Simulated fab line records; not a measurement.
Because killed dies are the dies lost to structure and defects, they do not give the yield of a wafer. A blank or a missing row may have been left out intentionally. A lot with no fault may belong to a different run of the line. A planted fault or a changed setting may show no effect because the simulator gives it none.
Which tool was responsible? ; flow nand harc ; Sampling: 24 lots, 72 wafers, 4 of 1302 route steps

== WHAT EACH GAUGE READ, for each wafer ==
NHARC_A_CONTACT_CD_MEAS_15.
lot;measured;on;cd nm (nm)
L074;day 22 06:53;cd sem-03;190.6 190.3 191.0
L076;day 22 21:17;cd sem-01;191.2 190.6 191.0
L075;day 22 22:38;cd sem-02;190.1 189.9 191.1
L077;day 23 16:49;cd sem-01;189.8 189.8 190.2
L080;day 24 05:56;cd sem-03;190.5 189.3 189.9
L079;day 24 09:03;cd sem-01;191.3 190.0 189.6
L078;day 24 09:18;cd sem-02;188.2 191.0 190.3
L081;day 25 17:05;cd sem-02;189.5 189.7 191.6
L082;day 25 18:36;cd sem-02;192.1 190.4 191.9
L083;day 26 14:41;cd sem-01;189.6 190.2 188.9
L084;day 27 01:11;cd sem-03;190.2 189.9 190.2
L085;day 27 13:59;cd sem-01;190.7 189.3 190.6
L087;day 27 14:56;cd sem-03;190.4 189.1 189.0
L086;day 28 00:54;cd sem-02;189.8 189.1 189.8
L089;day 28 09:20;cd sem-02;190.7 190.3 191.4
L088;day 28 10:08;cd sem-03;188.7 189.8 189.8
L090;day 29 02:55;cd sem-02;188.0 187.7 189.1
L092;day 29 18:45;cd sem-01;188.5 190.5 188.7
L091;day 29 20:47;cd sem-02;190.5 189.7 190.9
L093;day 30 14:35;cd sem-01;190.3 189.6 190.2
L094;day 30 15:28;cd sem-02;189.5 190.3 189.9
L095;day 31 03:44;cd sem-03;190.7 190.7 189.6
L096;day 31 03:34;cd sem-03;188.9 189.1 188.2
L097;day 33 06:59;cd sem-03;189.4 189.2 188.9

== EACH LOT AND THE TOOL THAT RAN IT (in order: tool; ch and the chambers of the sampled wafers; start) ==
lot;NHARC_A_CONTACT_ETCH_126;NHARC_A_CONTACT_ETCH_131;NHARC_A_CONTACT_ETCH_134
L074;har cap etch-02 ch 0,1, day 21 21:23;har cap etch-02 ch 0,1, day 21 22:28;har cap etch-03 ch 0,1, day 22 04:53
L076;har cap etch-01 ch 0,1, day 22 12:16;har cap etch-01 ch 0,1, day 22 13:09;har cap etch-01 ch 0,1, day 22 19:13
L075;har cap etch-02 ch 0,1, day 22 13:35;har cap etch-02 ch 0,1, day 22 14:28;har cap etch-02 ch 0,1, day 22 20:34
L077;har cap etch-01 ch 0,1, day 23 05:46;har cap etch-01 ch 0,1, day 23 06:38;har cap etch-03 ch 0,1, day 23 14:47
L080;har cap etch-02 ch 0,1, day 23 20:13;har cap etch-02 ch 0,1, day 23 21:06;har cap etch-02 ch 0,1, day 24 03:55
L079;har cap etch-01 ch 0,1, day 23 23:19;har cap etch-01 ch 0,1, day 24 00:11;har cap etch-01 ch 0,1, day 24 06:31
L078;har cap etch-03 ch 0,1, day 23 23:28;har cap etch-03 ch 0,1, day 24 00:21;har cap etch-03 ch 0,1, day 24 07:15
L081;har cap etch-03 ch 0,1, day 25 07:17;har cap etch-03 ch 0,1, day 25 08:10;har cap etch-01 ch 0,1, day 25 15:02
L082;har cap etch-02 ch 0,1, day 25 09:22;har cap etch-02 ch 0,1, day 25 10:14;har cap etch-03 ch 0,1, day 25 16:31
L083;har cap etch-03 ch 0,1, day 26 04:52;har cap etch-03 ch 0,1, day 26 05:44;har cap etch-02 ch 0,1, day 26 12:40
L084;har cap etch-03 ch 0,1, day 26 11:38;har cap etch-03 ch 0,1, day 26 12:31;har cap etch-01 ch 0,1, day 26 23:05
L085;har cap etch-03 ch 1, day 26 22:13;har cap etch-03 ch 1, day 26 23:07;har cap etch-03 ch 0,1, day 27 11:56
L087;har cap etch-02 ch 0,1, day 26 22:52;har cap etch-02 ch 0,1, day 26 23:45;har cap etch-02 ch 0,1, day 27 12:47
L086;har cap etch-01 ch 0,1, day 27 10:47;har cap etch-01 ch 0,1, day 27 11:40;har cap etch-02 ch 0,1, day 27 22:50
L089;har cap etch-01 ch 0, day 27 22:18;har cap etch-01 ch 0, day 27 23:11;har cap etch-02 ch 0,1, day 28 07:18
L088;har cap etch-03 ch 0,1, day 27 23:10;har cap etch-03 ch 0,1, day 28 00:02;har cap etch-03 ch 0,1, day 28 08:04
L090;har cap etch-01 ch 0,1, day 28 16:07;har cap etch-01 ch 0,1, day 28 16:59;har cap etch-01 ch 0,1, day 29 00:52
L092;har cap etch-03 ch 0,1, day 29 09:28;har cap etch-03 ch 0,1, day 29 10:21;har cap etch-03 ch 0,1, day 29 16:44
L091;har cap etch-02 ch 0,1, day 29 09:34;har cap etch-02 ch 0,1, day 29 10:27;har cap etch-01 ch 0, day 29 18:12
L093;har cap etch-03 ch 0,1, day 30 01:13;har cap etch-03 ch 0,1, day 30 02:07;har cap etch-01 ch 0,1, day 30 12:31
L094;har cap etch-01 ch 0,1, day 30 03:43;har cap etch-01 ch 0,1, day 30 04:36;har cap etch-02 ch 0,1, day 30 13:25
L095;har cap etch-03 ch 0,1, day 30 17:37;har cap etch-03 ch 0,1, day 30 18:47;har cap etch-01 ch 0,1, day 31 01:28
L096;har cap etch-01 ch 0,1, day 30 17:47;har cap etch-01 ch 0,1, day 30 18:41;har cap etch-02 ch 0,1, day 31 01:26
L097;har cap etch-01 ch 0,1, day 32 15:55;har cap etch-01 ch 0,1, day 32 16:47;har cap etch-01 ch 1, day 33 04:55
- NHARC_A_CONTACT_ETCH_126: etches the open film in C4F8/O2/Ar, time 197 s, target depth 1918 nm.
- NHARC_A_CONTACT_ETCH_131: etches the open film in C4F8/O2/Ar, time 197 s, target depth 1918 nm.
- NHARC_A_CONTACT_ETCH_134: etches the open film in C4F8/O2/Ar, time 140 s, target depth 700 nm.

== AS READ BY THE TOOLS THEMSELVES (means over the sampled wafers that have a number; for cases with no such wafer, the mark the record gives instead) ==
NHARC_A_CONTACT_ETCH_126.
lot;tool;chamber pressure mTorr (mTorr)
L074;har cap etch-02;19.983
L076;har cap etch-01;20.024
L075;har cap etch-02;20.009
L077;har cap etch-01;19.997
L080;har cap etch-02;20.005
L079;har cap etch-01;20.011
L078;har cap etch-03;20.016
L081;har cap etch-03;20.003
L082;har cap etch-02;20.007
L083;har cap etch-03;19.998
L084;har cap etch-03;20.011
L085;har cap etch-03;19.987
L087;har cap etch-02;19.980
L086;har cap etch-01;19.994
L089;har cap etch-01;19.989
L088;har cap etch-03;19.990
L090;har cap etch-01;19.993
L092;har cap etch-03;20.019
L091;har cap etch-02;19.994
L093;har cap etch-03;20.006
L094;har cap etch-01;19.988
L095;har cap etch-03;19.988
L096;har cap etch-01;19.999
L097;har cap etch-01;20.003

NHARC_A_CONTACT_ETCH_131.
lot;tool;chamber pressure mTorr (mTorr)
L074;har cap etch-02;20.000
L076;har cap etch-01;20.022
L075;har cap etch-02;19.995
L077;har cap etch-01;20.015
L080;har cap etch-02;19.994
L079;har cap etch-01;19.996
L078;har cap etch-03;20.002
L081;har cap etch-03;19.995
L082;har cap etch-02;19.976
L083;har cap etch-03;20.000
L084;har cap etch-03;20.005
L085;har cap etch-03;20.000
L087;har cap etch-02;19.987
L086;har cap etch-01;19.997
L089;har cap etch-01;19.992
L088;har cap etch-03;20.001
L090;har cap etch-01;19.967
L092;har cap etch-03;20.006
L091;har cap etch-02;19.991
L093;har cap etch-03;19.997
L094;har cap etch-01;19.990
L095;har cap etch-03;19.997
L096;har cap etch-01;19.971
L097;har cap etch-01;19.998

NHARC_A_CONTACT_ETCH_134.
lot;tool;chamber pressure mTorr (mTorr)
L074;har cap etch-03;20.008
L076;har cap etch-01;19.998
L075;har cap etch-02;20.011
L077;har cap etch-03;19.992
L080;har cap etch-02;20.033
L079;har cap etch-01;19.999
L078;har cap etch-03;19.982
L081;har cap etch-01;19.997
L082;har cap etch-03;19.994
L083;har cap etch-02;20.021
L084;har cap etch-01;20.018
L085;har cap etch-03;20.002
L087;har cap etch-02;19.996
L086;har cap etch-02;20.012
L089;har cap etch-02;19.997
L088;har cap etch-03;20.009
L090;har cap etch-01;19.997
L092;har cap etch-03;19.987
L091;har cap etch-01;20.012
L093;har cap etch-01;20.011
L094;har cap etch-02;19.997
L095;har cap etch-01;19.987
L096;har cap etch-02;20.001
L097;har cap etch-01;20.000

== THE ANSWER, worked out from the rows above alone ==
Rule: usual is defined by the lots themselves. The widest of any qualifying gaps counts: lots, ordered by their means at a reading, are off when they make up no more than a third of the lots, leave a main group of 4 or more, and stand apart from it by 3 or more times the standard deviation of that group's means. A main group is skipped when, at the precision printed for the reading in the tables above, its means are all equal. Also off: a lot with no number at a reading for which 4 or more lots have one. The other lots that the step has rows for count as sound. Order of review: gauges by route order, followed by the tools' own readings, for which a lot's mean as printed above is used. The first step at which some lot is off is used, and at that step the reading that is off furthest; a lot without a number counts as furthest.
Across all readings shown, no lot is off: no conclusion can be drawn from this.

== WHAT THE SIMULATOR HAD PUT IN ==
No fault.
